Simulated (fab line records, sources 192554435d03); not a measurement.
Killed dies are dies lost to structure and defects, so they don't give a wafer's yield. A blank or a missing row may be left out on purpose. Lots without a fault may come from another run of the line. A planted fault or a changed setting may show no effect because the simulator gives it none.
Which tool did it? | flow n5_finfet | 11 lots, 31 wafers sampled, at 5 steps of a route of 1938

WHAT THE GAUGES READ, wafer by wafer
N5_GATE_CUT_THK_MEAS_24.
lot  | measured    | on            | GC_FILL_THK (nm)
L553 | day 4 14:08 | film_metro-02 | 220.3 219.9 219.9
L554 | day 4 21:35 | film_metro-01 | 217.6 219.7 218.6
L555 | day 5 06:07 | film_metro-01 | 218.9 216.5 218.8
L556 | day 5 10:29 | film_metro-01 | 217.6 220.4 221.3
L557 | day 5 12:16 | film_metro-01 | 220.5 221.4 221.6
L558 | day 5 22:08 | film_metro-01 | 219.9 221.7 219.7
L559 | day 6 06:47 | film_metro-02 | 219.0 219.2 221.2
L560 | day 6 08:02 | film_metro-01 | 218.1 218.9 218.5
L562 | day 6 22:27 | film_metro-01 | 219.2 221.7 219.2
L567 | day 8 11:04 | film_metro-02 | 227.1 224.1
L569 | day 8 16:19 | film_metro-01 | 220.6 227.0

WHICH TOOL RAN EACH LOT (tool, then ch and the chambers of the sampled wafers, then the start)
lot  | N5_SD_EPI_P_DESCUM_14             | N5_SD_ACTIVATION_RTA_00         | N5_ILD0_LINER_00                 | N5_ILD0_PRECLEAN_10
L553 | rie_diel-06 ch 0,3, day 3 06:43   | rtp_anneal-02 ch 0, day 3 10:29 | ald_sin-01 ch 0,3, day 3 11:28   | remote_plasma-02 ch 0, day 3 14:30
L554 | rie_diel-02 ch 0,2, day 3 11:46   | rtp_anneal-02 ch 0, day 3 16:46 | ald_sin-03 ch 0,3, day 3 17:43   | remote_plasma-02 ch 0, day 3 20:44
L555 | rie_diel-06 ch 0,1,2, day 3 19:44 | rtp_anneal-02 ch 0, day 4 00:23 | ald_sin-01 ch 0,2,3, day 4 01:16 | remote_plasma-01 ch 0, day 4 05:01
L556 | rie_diel-05 ch 0,3, day 3 23:50   | rtp_anneal-02 ch 0, day 4 05:33 | ald_sin-03 ch 2,3, day 4 06:52   | remote_plasma-02 ch 1, day 4 09:53
L557 | rie_diel-06 ch 1,2, day 4 04:56   | rtp_anneal-02 ch 0, day 4 08:41 | ald_sin-01 ch 0,2,3, day 4 09:38 | remote_plasma-02 ch 0, day 4 12:40
L558 | rie_diel-06 ch 0,2,3, day 4 13:36 | rtp_anneal-01 ch 0, day 4 17:26 | ald_sin-04 ch 0,1,2, day 4 18:34 | remote_plasma-01 ch 0, day 4 21:55
L559 | rie_diel-02 ch 1,3, day 4 23:01   | rtp_anneal-01 ch 0, day 5 02:49 | ald_sin-04 ch 0,1,3, day 5 03:50 | remote_plasma-01 ch 0, day 5 06:58
L560 | rie_diel-05 ch 0,1,2, day 4 23:23 | rtp_anneal-01 ch 0, day 5 03:07 | ald_sin-03 ch 0,1,2, day 5 03:54 | remote_plasma-02 ch 0, day 5 07:14
L562 | rie_diel-06 ch 0,3, day 5 14:05   | rtp_anneal-01 ch 0, day 5 18:00 | ald_sin-04 ch 1,3, day 5 18:46   | remote_plasma-02 ch 1, day 5 21:47
L567 | rie_diel-06 ch 0,3, day 7 01:06   | rtp_anneal-02 ch 0, day 7 06:49 | ald_sin-04 ch 0,3, day 7 07:36   | remote_plasma-02 ch 0, day 7 10:40
L569 | rie_diel-05 ch 0,3, day 7 06:11   | rtp_anneal-02 ch 0, day 7 11:50 | ald_sin-03 ch 0,3, day 7 12:45   | remote_plasma-02 ch 0, day 7 16:01
- N5_SD_EPI_P_DESCUM_14: chemistry O2, time 7.9 s.
- N5_SD_ACTIVATION_RTA_00: time 0 s.
- N5_ILD0_LINER_00: material SiNx, target thk 4 nm, pulse time 1 s, purge time 2 s.
- N5_ILD0_PRECLEAN_10: cleans in NF3:NH3, afs cycles 5, time 20 s, sublimation time 60 s.

THE ANSWER, worked out from the rows above alone
Rule: what is usual is taken from the lots themselves. Put in order of their means at a reading, lots are off if they are a third of the lots or fewer, leave a main group of 4 or more, and stand apart from it by a gap of 3 or more times the standard deviation of the main group's means; of several such gaps the widest counts. A main group whose means are all the same, to the digits that the tables above print for the reading, isn't used. A lot without any number at a reading at which 4 lots or more have one is off too. The other lots that the step has rows for count as sound.
No lot is off at any reading shown: from this, nothing can be told.

WHAT THE SIMULATOR HAD PUT IN
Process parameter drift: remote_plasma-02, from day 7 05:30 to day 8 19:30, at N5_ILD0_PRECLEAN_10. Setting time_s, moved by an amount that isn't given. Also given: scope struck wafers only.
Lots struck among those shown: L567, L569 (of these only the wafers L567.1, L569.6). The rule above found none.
